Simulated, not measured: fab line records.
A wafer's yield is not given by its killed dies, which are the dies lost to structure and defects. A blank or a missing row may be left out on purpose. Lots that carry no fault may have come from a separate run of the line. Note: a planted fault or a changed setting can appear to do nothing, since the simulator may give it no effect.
Split-lot experiment -- flow n5-finfet -- on a route of 1938 steps: 7 lots, 21 wafers read

ABOUT THE SPLIT
At N5_BEOL_M15_ILD_DEP_00 (deposits SiO2 from TEOS/O2, target thk 1629.3 nm, time 346.1 s), the setting time-s was moved away from the recipe's 346.1 s on 9 of the 21 wafers read, by -12.9% to +7.3%. The other wafers ran this setting at the recipe's value.

The file shows no step between the split and the reading.

THE READING
Values of M15_ILD_THK in nm from N5_BEOL_M15_THK_MEAS_01. On this fab line, fault-free wafers typically give 1635 nm with a standard deviation of 24 nm.

wafer,"tool, chamber at the split","time-s as run, s",against the recipe,"M15_ILD_THK, nm",against lot-mates on the recipe
L074.2,"pecvd-01, 1",346.1,recipe,1621,-
L074.3,"pecvd-01, 2",346.1,recipe,1629,-
L074.5,"pecvd-01, 1",346.1,recipe,1643,-
L078.2,"pecvd-01, 1",346.1,recipe,1630,-
L078.4,"pecvd-01, 1",346.1,recipe,1668,-
L078.5,"pecvd-01, 1",346.1,recipe,1659,-
L082.1,"pecvd-03, 2",315.7,-8.8%,1475,-165
L082.3,"pecvd-03, 0",315.7,-8.8%,1477,-163
L082.5,"pecvd-03, 0",346.1,recipe,1640,-
L088.3,"pecvd-01, 1",304.4,-12.0%,1411,no lot-mate on the recipe
L088.4,"pecvd-01, 2",304.4,-12.0%,1439,no lot-mate on the recipe
L088.6,"pecvd-01, 1",304.4,-12.0%,1415,no lot-mate on the recipe
L094.1,"pecvd-03, 2",346.1,recipe,1623,-
L094.5,"pecvd-03, 0",301.3,-12.9%,1434,-189
L094.6,"pecvd-03, 1",301.3,-12.9%,1413,-210
L095.1,"pecvd-04, 0",305.1,-11.8%,1482,-203
L095.2,"pecvd-04, 2",346.1,recipe,1655,-
L095.4,"pecvd-04, 0",346.1,recipe,1715,-
L096.4,"pecvd-01, 0",371.4,+7.3%,1770,+103
L096.5,"pecvd-01, 1",346.1,recipe,1680,-
L096.6,"pecvd-01, 2",346.1,recipe,1654,-

THE FIT
A straight line over all 21 wafers: M15_ILD_THK changes by +17.9 nm for each +1% of time-s; r = +0.98; the points scatter about the line by 25 nm.
The same after taking each lot's own level away (the mean of its wafers on the recipe; 18 wafers): +16.2 nm for each +1%; r = +0.98; scatter 17 nm.
On that fit, the largest move of time-s shifts the reading by 2.1e+02 nm.
Across the lots, their own levels run from 1623.0 to 1685.0 nm, a range of 2.6 times the standard deviation given above.
Hence the slope depends on the lot-to-lot level, as the two fits are not the same.
Check: with one of the wafers moved furthest among these (-12.9%) left out of the fit, the line predicts -220 nm for it against its lot-mates. Against them it came out at -189 nm.

THE OTHER SPLITS THESE WAFERS WENT THROUGH
Before the reading, these wafers also passed through other splits. Each is held against what the fit with the lots' levels taken away leaves over:
other split on the same wafers,wafers away from the commonest value,r with M15_ILD_THK (lot level and that fit taken away)
N5_BEOL_M13_COAT_04 spin-rpm,9,+0.39
N5_BEOL_M13_COAT_65 spin-rpm,8,-0.09

THE WHOLE CHAIN: every reading that the file lists as answering this split, in the file's order
step,what it does,reading,change (the file's fit),r (the file's)
N5_BEOL_M15_ILD_DEP_00,"deposits SiO2 from TEOS/O2, target thk 1629.3 nm, time 346.1 s","SiO2_of_BEOL_M15_ILD_DEP_00.thk-nm (the simulator's own value, which no gauge read)",+16.3 nm for each +1% of the setting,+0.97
N5_BEOL_M15_THK_MEAS_01,,M15_ILD_THK,+16.4 for each +1% of the setting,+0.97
N5_BEOL_M15_VIA_ETCH_16,"etches SiO2 in C4F8/O2/Ar, target depth 1792.2 nm","etch.depth-nm (the simulator's own value, which no gauge read)",+16.3 nm for each +1% of the setting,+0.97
N5_BEOL_M15_VIA_ETCH_16,"etches SiO2 in C4F8/O2/Ar, target depth 1792.2 nm","coat_of_BEOL_M15_COAT_04.thk-nm (the simulator's own value, which no gauge read)",-3.57 nm for each +1% of the setting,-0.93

THE FILE'S OWN FIT
M15_ILD_THK changes by +16.4 nm for each +1% of time-s, r = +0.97.
